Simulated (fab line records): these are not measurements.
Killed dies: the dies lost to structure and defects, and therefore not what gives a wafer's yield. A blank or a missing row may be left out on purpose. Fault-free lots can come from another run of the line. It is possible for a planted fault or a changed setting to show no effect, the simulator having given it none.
Matching of chambers :: flow nand-harc :: pecvd-02 running NHARC_A_STAIRCASE_DEP_301: 3 sister chambers
The step deposits SiON, target thk 30 nm. 3 wafers are shown with their chamber, then 12 later ones without.

## WAFERS WITH THEIR CHAMBER
wafer: L086.3
chamber: 0
heater-power-outer-w (W): 571

wafer: L087.5
chamber: 2
heater-power-outer-w (W): 539

wafer: L087.6
chamber: 1
heater-power-outer-w (W): 431

## WAFERS WITHOUT THEIR CHAMBER
wafer: L088.2
heater-power-outer-w (W): 470

wafer: L088.3
heater-power-outer-w (W): 408

wafer: L088.5
heater-power-outer-w (W): 487

wafer: L091.1
heater-power-outer-w (W): 542

wafer: L091.3
heater-power-outer-w (W): 490

wafer: L091.4
heater-power-outer-w (W): 532

wafer: L092.1
heater-power-outer-w (W): 561

wafer: L092.3
heater-power-outer-w (W): 506

wafer: L092.4
heater-power-outer-w (W): 490

wafer: L097.3
heater-power-outer-w (W): 389

wafer: L097.4
heater-power-outer-w (W): 441

wafer: L097.6
heater-power-outer-w (W): 391

## WHICH CHAMBER EACH WENT THROUGH
wafer: L088.2
from the rows above: can't be placed: 1 or 2 or 0
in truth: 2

wafer: L088.3
from the rows above: 1
in truth: 1

wafer: L088.5
from the rows above: can't be placed: 2 or 1 or 0
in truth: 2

wafer: L091.1
from the rows above: can't be placed: 2 or 0
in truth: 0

wafer: L091.3
from the rows above: can't be placed: 2 or 1 or 0
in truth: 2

wafer: L091.4
from the rows above: can't be placed: 2 or 0
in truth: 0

wafer: L092.1
from the rows above: can't be placed: 0 or 2
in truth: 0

wafer: L092.3
from the rows above: can't be placed: 2 or 0 or 1
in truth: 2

wafer: L092.4
from the rows above: can't be placed: 2 or 1 or 0
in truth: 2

wafer: L097.3
from the rows above: 1
in truth: 1

wafer: L097.4
from the rows above: 1
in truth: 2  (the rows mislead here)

wafer: L097.6
from the rows above: 1
in truth: 1
Correctly placed: 3 of 12. Cannot be placed on the basis of these rows: 8; the candidates contain the true chamber in 8. Placed wrongly: 1.
How it was worked out, from the rows above alone: a wafer's distance from a chamber is the root of the sum, over the readings, of the square of ((its reading less the chamber's mean) divided by the reading's scatter). If the next closest chamber is less than 2 further off than the closest, the wafer can't be placed; otherwise it belongs to the closest. The mean given for a chamber averages the wafers shown for that chamber. The scatter: root of mean squared gap, hidden wafer to nearest shown wafer, with one shown wafer a chamber.
